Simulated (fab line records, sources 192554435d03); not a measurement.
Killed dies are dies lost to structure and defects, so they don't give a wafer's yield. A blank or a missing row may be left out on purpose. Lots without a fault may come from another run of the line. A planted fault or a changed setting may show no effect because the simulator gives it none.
Chamber matching | flow n5_finfet | N5_BEOL_M15_DESCUM_15 on rie_diel-03: 4 sister chambers
The step chemistry O2, time 7.9 s. 8 wafers are shown with their chamber, then 9 later ones without.

WAFERS WITH THEIR CHAMBER
wafer  | chamber | throttle_valve_pct (%) | showerhead_plenum_p_Torr (Torr)
L082.1 | 0       | 20.34                  | 2.02
L082.3 | 3       | 20.56                  | 2.16
L085.2 | 0       | 20.36                  | 2.01
L085.4 | 3       | 20.57                  | 2.16
L085.6 | 1       | 20.98                  | 2.08
L083.3 | 2       | 20.33                  | 2.11
L083.5 | 1       | 20.96                  | 2.08
L083.6 | 2       | 20.32                  | 2.11

WAFERS WITHOUT THEIR CHAMBER
wafer  | throttle_valve_pct (%) | showerhead_plenum_p_Torr (Torr)
L088.2 | 20.58                  | 2.16
L088.4 | 20.35                  | 2.11
L088.6 | 20.34                  | 2.11
L089.1 | 20.57                  | 2.16
L089.3 | 20.98                  | 2.07
L089.6 | 20.37                  | 2.01
L091.3 | 20.58                  | 2.16
L091.4 | 20.37                  | 2.01
L091.6 | 20.35                  | 2.11

WHICH CHAMBER EACH WENT THROUGH
wafer  | from the rows above | in truth
L088.2 | 3                   | 3
L088.4 | 2                   | 2
L088.6 | 2                   | 2
L089.1 | 3                   | 3
L089.3 | 1                   | 1
L089.6 | 0                   | 0
L091.3 | 3                   | 3
L091.4 | 0                   | 0
L091.6 | 2                   | 2
Placed correctly: 9 of 9. Can't be placed from these rows: 0. Placed wrongly: 0.
How it was worked out, from the rows above alone: a wafer's distance from a chamber is the root of the sum, over the readings, of the square of ((its reading less the chamber's mean) divided by the reading's scatter). The wafer belongs to the nearest chamber; if the next one is less than 2 further off, it can't be placed. A chamber's mean is the mean of its shown wafers. The scatter: the root of (the sum of the squares of (reading less its chamber's mean) over the shown wafers, divided by (wafers less chambers)).
